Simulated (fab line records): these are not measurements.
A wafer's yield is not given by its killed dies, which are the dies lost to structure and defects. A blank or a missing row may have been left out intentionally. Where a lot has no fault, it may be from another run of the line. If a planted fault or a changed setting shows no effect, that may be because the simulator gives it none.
fab line records + flow nandHarc + part 2 of 2: steps 27 to 38 of 38
record
- lots=5
- wafers=15
- lastDay=24
route steps=1159 shown A_STAIRCASE@710 A_SGD_CUT@747
lots with no fault: from the same line, run without faults
startH: hours from the record's opening day to when the first of the lot's shown wafers began + waitH: time in hours since the lot's previous step + " same as the row above + L1.1+2: one row covering several wafers at once + - no value, or no start given + * or withheld: withheld + < > ~ a bound
route shown NAME@n: a module of which the file shows steps, and the number in the route of the first + usual: mean/standard deviation of fault-free wafers + same: alike in all rows + chamber/n: place in a boat + sites: readings site by site + _std_site: standard deviation across them + _edge_site: the outer-site mean with the inner-site mean subtracted + radiusMm: how far each site lies from the wafer's centre + mask NAME#n: copy n + behind: tool/chamber where the wafer was last shaped + hold: why the lot was held/for how many hours/how that ended + device: which transistor (n, p or np) failed to switch + end of line: the route-end tests of the same wafers + a step without rows: its recipe alone + killed: count of dies lost to structure and defects at first sort (not the wafer's yield) + map: per-die view of a wafer (x killed, . not killed, _ where there is no die)
set.NAME: the setting that was run; set.NAME@STEP: the one run at that earlier step + model.NAME: the simulator's own value behind a step, which no gauge read
certain route steps with their lots: each step a table, each wafer a row
services: a tool's chamber out of use, with start hour (startH, from the record's first day; less than 0 if before it), hours out, and reason
## steps
# step NHARC_A_STAIRCASE_STRIP_475
# recipe
- timeS=20
- o2FlowSccm=500
- arFlowSccm=0
- biasW=0
- chemistry=O2
# usual
- drypumpMotorCurrentA=5.9/0.53
- oesProductAu=1.000/0.016
- rfVppV=57.5/0.87
- showerheadPlenumPTorr=3.52/0.18
- throttleValvePct=17.037/0.0089
| lot.wafer | tool       | chamber | startH | waitH | drypumpMotorCurrentA | oesProductAu | rfHoursCounterH | rfVppV | showerheadPlenumPTorr | throttleValvePct |
|-----------|------------|---------|--------|-------|----------------------|--------------|-----------------|--------|-----------------------|------------------|
| L081.3    | rieDiel-11 | 2       | -      | -     | 6.1                  | 0.989        | 56              | 59.4   | 3.78                  | 17.040           |
| L081.6    | "          | 2       | "      | "     | 6.1                  | 0.989        | -               | 58.8   | 3.78                  | 17.030           |
| L081.5    | "          | 3       | "      | "     | 6.6                  | 1.004        | -               | 57.6   | 3.31                  | 17.035           |
| L080.3    | rieDiel-05 | 1       | -      | -     | 5.7                  | 0.999        | 65              | 58.5   | 3.47                  | 17.037           |
| L080.1    | "          | 2       | "      | "     | 6.1                  | 0.986        | 65              | 57.9   | 3.36                  | 17.047           |
| L080.5    | "          | 3       | "      | "     | 6.5                  | 1.026        | -               | 57.4   | 3.29                  | 17.051           |
| L082.2    | rieDiel-05 | 1       | -      | -     | 5.7                  | 1.016        | 2               | 57.5   | 3.47                  | 17.052           |
| L082.4    | "          | 2       | "      | "     | 6.1                  | 0.971        | 2               | 57.4   | 3.36                  | 17.040           |
| L082.6    | "          | 2       | "      | "     | 6.1                  | 0.976        | -               | 57.5   | 3.36                  | 17.054           |
| L086.2    | rieDiel-05 | 2       | -      | -     | 6.1                  | 0.977        | 10              | 57.9   | 3.36                  | 17.042           |
| L086.3    | "          | 1       | "      | "     | 5.7                  | 1.030        | 10              | 56.5   | 3.46                  | 17.049           |
| L086.5    | "          | 2       | "      | "     | 6.1                  | 0.973        | -               | 58.2   | 3.36                  | 17.030           |
| L095.2    | rieDiel-05 | 3       | -      | -     | 6.5                  | 1.002        | 40              | 60.1   | 3.78                  | 17.034           |
| L095.4    | "          | 0       | "      | "     | 4.7                  | 1.020        | 35              | 57.2   | 3.46                  | 17.032           |
| L095.5    | "          | 2       | "      | "     | 6.1                  | 0.988        | -               | 57.8   | 3.34                  | 17.026           |
# step NHARC_A_STAIRCASE_DEP_471
# recipe
- targetThkA=1000
- tempC=400
- pressureTorr=6.5
- rfW=900
- teosFlowSccm=161.4
- flowSccm=2650
- targetThkNm=100
- gas=O2
- material=SiO2
# usual
- heaterPowerW=582/110
- throttleValvePct=16.0/0.4
| lot.wafer | tool     | chamber | startH | waitH | heaterPowerW | throttleValvePct |
|-----------|----------|---------|--------|-------|--------------|------------------|
| L081.3    | pecvd-01 | 2       | 338.12 | -     | 372          | 15.9             |
| L081.5    | "        | 1       | "      | "     | 451          | 15.7             |
| L081.6    | "        | 2       | "      | "     | 383          | 16.0             |
| L080.1    | pecvd-03 | 2       | 338.80 | -     | 495          | 15.8             |
| L080.3    | "        | 0       | "      | "     | 576          | 16.6             |
| L080.5    | "        | 0       | "      | "     | 603          | 16.7             |
| L082.2    | pecvd-02 | 0       | 356.85 | -     | 633          | 15.7             |
| L082.6    | "        | 1       | "      | "     | 562          | 15.1             |
| L082.4    | "        | 2       | "      | "     | 673          | 16.3             |
| L086.2    | pecvd-03 | 2       | 377.34 | -     | 584          | 15.9             |
| L086.3    | "        | 2       | "      | "     | 584          | 16.1             |
| L086.5    | "        | 1       | "      | "     | 615          | 16.0             |
| L095.2    | pecvd-02 | 2       | 446.81 | -     | 672          | 16.0             |
| L095.5    | "        | 2       | "      | "     | 664          | 16.1             |
| L095.4    | "        | 0       | "      | "     | 649          | 16.1             |
# step NHARC_A_STAIRCASE_CMP_472
# recipe
- material=SiO2
# usual
- motorCurrentA=11.4/1.2
- slurryFilterDpKPa=13.49/0.13
- slurryFlowMlMin=150.0/0.43
| lot.wafer | tool   | chamber | startH | waitH | motorCurrentA | slurryFilterDpKPa | slurryFlowMlMin |
|-----------|--------|---------|--------|-------|---------------|-------------------|-----------------|
| L081.3    | cmp-03 | 1       | 338.36 | 0.2   | 11.7          | 13.52             | 150.6           |
| L081.5    | "      | 0       | "      | "     | 10.3          | 13.63             | 149.9           |
| L081.6    | "      | 1       | "      | "     | 11.6          | 13.64             | 150.7           |
| L080.3    | cmp-01 | 1       | 339.09 | 0.2   | 11.2          | 13.48             | 149.3           |
| L080.1    | "      | 3       | "      | "     | 11.0          | 13.65             | 149.6           |
| L080.5    | "      | 1       | "      | "     | 10.9          | 13.44             | 149.5           |
| L082.4    | cmp-02 | 3       | 357.06 | 0.1   | 12.5          | 13.54             | 150.0           |
| L082.2    | "      | 1       | "      | "     | 11.9          | 13.48             | 150.4           |
| L082.6    | "      | 3       | "      | "     | 13.5          | 13.44             | 150.1           |
| L086.2    | cmp-03 | 1       | 377.72 | 0.3   | 11.1          | 13.39             | 149.9           |
| L086.3    | "      | 3       | "      | "     | 9.9           | 13.55             | 150.7           |
| L086.5    | "      | 0       | "      | "     | 10.8          | 13.49             | 149.6           |
| L095.4    | cmp-03 | 2       | 447.08 | 0.1   | 10.9          | 13.43             | 150.0           |
| L095.2    | "      | 3       | "      | "     | 9.3           | 13.74             | 149.9           |
| L095.5    | "      | 3       | "      | "     | 9.5           | 13.34             | 149.8           |
# step NHARC_A_STAIRCASE_SRD_474
| lot.wafer  | tool        | chamber | startH | waitH |
|------------|-------------|---------|--------|-------|
| L081.5+3+6 | wetBench-04 | 4,5,6   | 338.61 | 0.0   |
| L080.5+3+1 | wetBench-06 | 5,7,0   | 339.34 | 0.0   |
| L082.4+2+6 | wetBench-04 | 1,2,6   | 357.32 | 0.0   |
| L086.5+3+2 | wetBench-09 | 6,2,3   | 377.96 | 0.0   |
| L095.5+2+4 | wetBench-04 | 3,6,7   | 447.34 | 0.0   |
# step NHARC_A_STAIRCASE_INSPECT_155
# usual
- rawDefectCount=366/150
| lot.wafer | tool             | chamber | startH | waitH | rawDefectCount |
|-----------|------------------|---------|--------|-------|----------------|
| L081.3    | defectInspect-01 | -       | 338.68 | 0.1   | 319            |
| L081.5    | "                | -       | "      | "     | 244            |
| L081.6    | "                | -       | "      | "     | 248            |
| L080.1    | defectInspect-01 | -       | 339.44 | 0.1   | 321            |
| L080.3    | "                | -       | "      | "     | 223            |
| L080.5    | "                | -       | "      | "     | 377            |
| L082.2    | defectInspect-02 | -       | 357.41 | 0.1   | 271            |
| L082.4    | "                | -       | "      | "     | 227            |
| L082.6    | "                | -       | "      | "     | 189            |
| L086.2    | defectInspect-01 | -       | 378.04 | 0.1   | 350            |
| L086.3    | "                | -       | "      | "     | 357            |
| L086.5    | "                | -       | "      | "     | 556            |
| L095.2    | defectInspect-01 | -       | 447.43 | 0.1   | 430            |
| L095.4    | "                | -       | "      | "     | 327            |
| L095.5    | "                | -       | "      | "     | 358            |
# step NHARC_A_SGD_CUT_DEP_00
# recipe
- targetThkA=500
- tempC=400
- targetThkNm=50
- flowSccm=200
- rfW=450
- material=SiNx
# usual
- heaterPowerW=740/86
| lot.wafer | tool     | chamber | startH | waitH | heaterPowerW |
|-----------|----------|---------|--------|-------|--------------|
| L081.3    | pecvd-04 | 1       | 338.78 | 0.1   | 940          |
| L081.6    | "        | 1       | "      | "     | 924          |
| L081.5    | "        | 2       | "      | "     | 594          |
| L080.1    | pecvd-04 | 2       | 339.54 | 0.1   | 532          |
| L080.3    | "        | 0       | "      | "     | 741          |
| L080.5    | "        | 2       | "      | "     | 567          |
| L082.2    | pecvd-02 | 2       | 357.51 | 0.1   | 854          |
| L082.4    | "        | 1       | "      | "     | 707          |
| L082.6    | "        | 2       | "      | "     | 856          |
| L086.2    | pecvd-02 | 0       | 378.21 | 0.2   | 852          |
| L086.3    | "        | 1       | "      | "     | 710          |
| L086.5    | "        | 0       | "      | "     | 830          |
| L095.2    | pecvd-02 | 2       | 447.50 | 0.1   | 892          |
| L095.5    | "        | 2       | "      | "     | 882          |
| L095.4    | "        | 0       | "      | "     | 751          |
# step NHARC_A_SGD_CUT_DEHYDRATE_01
# recipe
- tempC=150
- timeS=120
# usual
- heaterPowerTotalW=182.4/1.2
| lot.wafer | tool          | chamber | startH | waitH | heaterPowerTotalW |
|-----------|---------------|---------|--------|-------|-------------------|
| L081.3    | lithoTrack-06 | 0       | 339.02 | 0.2   | 184.0             |
| L081.5    | "             | 0       | "      | "     | 182.7             |
| L081.6    | "             | 0       | "      | "     | 184.4             |
| L080.1    | lithoTrack-01 | 0       | 339.78 | 0.2   | 180.6             |
| L080.3    | "             | 0       | "      | "     | 182.5             |
| L080.5    | "             | 0       | "      | "     | 182.3             |
| L082.2    | lithoTrack-01 | 0       | 357.75 | 0.2   | 182.1             |
| L082.4    | "             | 0       | "      | "     | 183.5             |
| L082.6    | "             | 0       | "      | "     | 180.8             |
| L086.2    | lithoTrack-04 | 0       | 378.45 | 0.2   | 180.9             |
| L086.3    | "             | 0       | "      | "     | 181.6             |
| L086.5    | "             | 0       | "      | "     | 181.5             |
| L095.2    | lithoTrack-06 | 0       | 447.77 | 0.2   | 184.4             |
| L095.4    | "             | 0       | "      | "     | 181.2             |
| L095.5    | "             | 0       | "      | "     | 181.6             |
# step NHARC_A_SGD_CUT_HMDS_02
# recipe
- timeS=30
| lot.wafer  | tool          | chamber | startH | waitH |
|------------|---------------|---------|--------|-------|
| L081.3+5+6 | lithoTrack-06 | 0       | -      | -     |
| L080.1+3+5 | lithoTrack-01 | 0       | -      | -     |
| L082.2+4+6 | lithoTrack-01 | 0       | -      | -     |
| L086.2+3+5 | lithoTrack-04 | 0       | -      | -     |
| L095.2+4+5 | lithoTrack-06 | 0       | -      | -     |
# step NHARC_A_SGD_CUT_COAT_56
# recipe
- tempC=260
- timeS=75
# usual
- heaterPowerTotalW=486.7/1.6
| lot.wafer | tool          | chamber | startH | waitH | heaterPowerTotalW |
|-----------|---------------|---------|--------|-------|-------------------|
| L081.3    | lithoTrack-06 | 0       | -      | -     | 486.8             |
| L081.5    | "             | 0       | "      | "     | 486.8             |
| L081.6    | "             | 0       | "      | "     | 487.4             |
| L080.1    | lithoTrack-01 | 0       | -      | -     | 489.7             |
| L080.3    | "             | 0       | "      | "     | 484.9             |
| L080.5    | "             | 0       | "      | "     | 485.0             |
| L082.2    | lithoTrack-01 | 0       | -      | -     | 487.4             |
| L082.4    | "             | 0       | "      | "     | 488.0             |
| L082.6    | "             | 0       | "      | "     | 484.8             |
| L086.2    | lithoTrack-04 | 0       | -      | -     | 485.4             |
| L086.3    | "             | 0       | "      | "     | 489.0             |
| L086.5    | "             | 0       | "      | "     | 487.5             |
| L095.2    | lithoTrack-06 | 0       | -      | -     | 486.6             |
| L095.4    | "             | 0       | "      | "     | 484.9             |
| L095.5    | "             | 0       | "      | "     | 488.3             |
# step NHARC_A_SGD_CUT_COAT_57
# recipe
- tempC=225
- timeS=65
# usual
- heaterPowerTotalW=446.6/2
| lot.wafer | tool          | chamber | startH | waitH | heaterPowerTotalW |
|-----------|---------------|---------|--------|-------|-------------------|
| L081.3    | lithoTrack-06 | 0       | -      | -     | 447.9             |
| L081.5    | "             | 0       | "      | "     | 445.7             |
| L081.6    | "             | 0       | "      | "     | 448.7             |
| L080.1    | lithoTrack-01 | 0       | -      | -     | 447.3             |
| L080.3    | "             | 0       | "      | "     | 445.2             |
| L080.5    | "             | 0       | "      | "     | 449.8             |
| L082.2    | lithoTrack-01 | 0       | -      | -     | 448.3             |
| L082.4    | "             | 0       | "      | "     | 448.2             |
| L082.6    | "             | 0       | "      | "     | 449.8             |
| L086.2    | lithoTrack-04 | 0       | -      | -     | 449.4             |
| L086.3    | "             | 0       | "      | "     | 444.0             |
| L086.5    | "             | 0       | "      | "     | 444.4             |
| L095.2    | lithoTrack-06 | 0       | -      | -     | 449.7             |
| L095.4    | "             | 0       | "      | "     | 447.8             |
| L095.5    | "             | 0       | "      | "     | 444.1             |
# step NHARC_A_SGD_CUT_COAT_03
# recipe
- spinRpm=1500
- resistThkNm=90
| lot.wafer  | tool          | chamber | startH | waitH |
|------------|---------------|---------|--------|-------|
| L081.3+5+6 | lithoTrack-06 | 0       | -      | -     |
| L080.1+3+5 | lithoTrack-01 | 0       | -      | -     |
| L082.2+4+6 | lithoTrack-01 | 0       | -      | -     |
| L086.2+3+5 | lithoTrack-04 | 0       | -      | -     |
| L095.2+4+5 | lithoTrack-06 | 0       | -      | -     |
# step NHARC_A_SGD_CUT_SOFTBAKE_04
# recipe
- tempC=105
- timeS=55
# usual
- heaterPowerTotalW=188.47/0.14
| lot.wafer | tool          | chamber | startH | waitH | heaterPowerTotalW |
|-----------|---------------|---------|--------|-------|-------------------|
| L081.3    | lithoTrack-06 | 0       | -      | -     | 188.45            |
| L081.5    | "             | 0       | "      | "     | 188.78            |
| L081.6    | "             | 0       | "      | "     | 188.33            |
| L080.1    | lithoTrack-01 | 0       | -      | -     | 188.34            |
| L080.3    | "             | 0       | "      | "     | 188.74            |
| L080.5    | "             | 0       | "      | "     | 188.50            |
| L082.2    | lithoTrack-01 | 0       | -      | -     | 188.71            |
| L082.4    | "             | 0       | "      | "     | 188.37            |
| L082.6    | "             | 0       | "      | "     | 188.36            |
| L086.2    | lithoTrack-04 | 0       | -      | -     | 188.36            |
| L086.3    | "             | 0       | "      | "     | 188.36            |
| L086.5    | "             | 0       | "      | "     | 188.50            |
| L095.2    | lithoTrack-06 | 0       | -      | -     | 188.40            |
| L095.4    | "             | 0       | "      | "     | 188.44            |
| L095.5    | "             | 0       | "      | "     | 188.72            |
## services
| tool          | chamber | startH | hours | kind   |
|---------------|---------|--------|-------|--------|
| pecvd-03      | -       | 292.90 | 13.0  | pm     |
| pecvd-01      | 1       | 297.26 | 19.5  | repair |
| wetBench-06   | -       | 305.60 | 8.0   | pm     |
| lithoTrack-04 | -       | 316.00 | 7.0   | pm     |
| wetBench-06   | -       | 323.20 | 12.8  | repair |
| cmp-01        | -       | 325.82 | 0.9   | repair |
| pecvd-02      | -       | 329.52 | 1.4   | repair |
| pecvd-02      | -       | 334.00 | 13.0  | pm     |
| wetBench-04   | -       | 339.20 | 8.0   | pm     |
| lithoTrack-02 | -       | 340.00 | 7.0   | pm     |
| rieDiel-05    | -       | 340.65 | 9.0   | pm     |
| cmp-03        | -       | 352.13 | 4.0   | pm     |
| pecvd-03      | 0       | 362.61 | 15.2  | repair |
| rieDiel-11    | -       | 366.55 | 9.0   | pm     |
| rieDiel-05    | 0       | 372.58 | 1.2   | repair |
| rieDiel-12    | -       | 379.53 | 9.0   | pm     |
| cmp-01        | -       | 380.36 | 4.0   | pm     |
| lithoTrack-03 | -       | 388.00 | 7.0   | pm     |
| pecvd-02      | -       | 390.66 | 1.6   | repair |
| wetBench-09   | -       | 394.63 | 4.3   | repair |
| wetBench-06   | -       | 411.63 | 2.5   | repair |
| rieDiel-12    | 0       | 411.76 | 5.7   | repair |
| lithoTrack-05 | -       | 412.00 | 7.0   | pm     |
| lithoTrack-01 | -       | 443.00 | 7.0   | pm     |
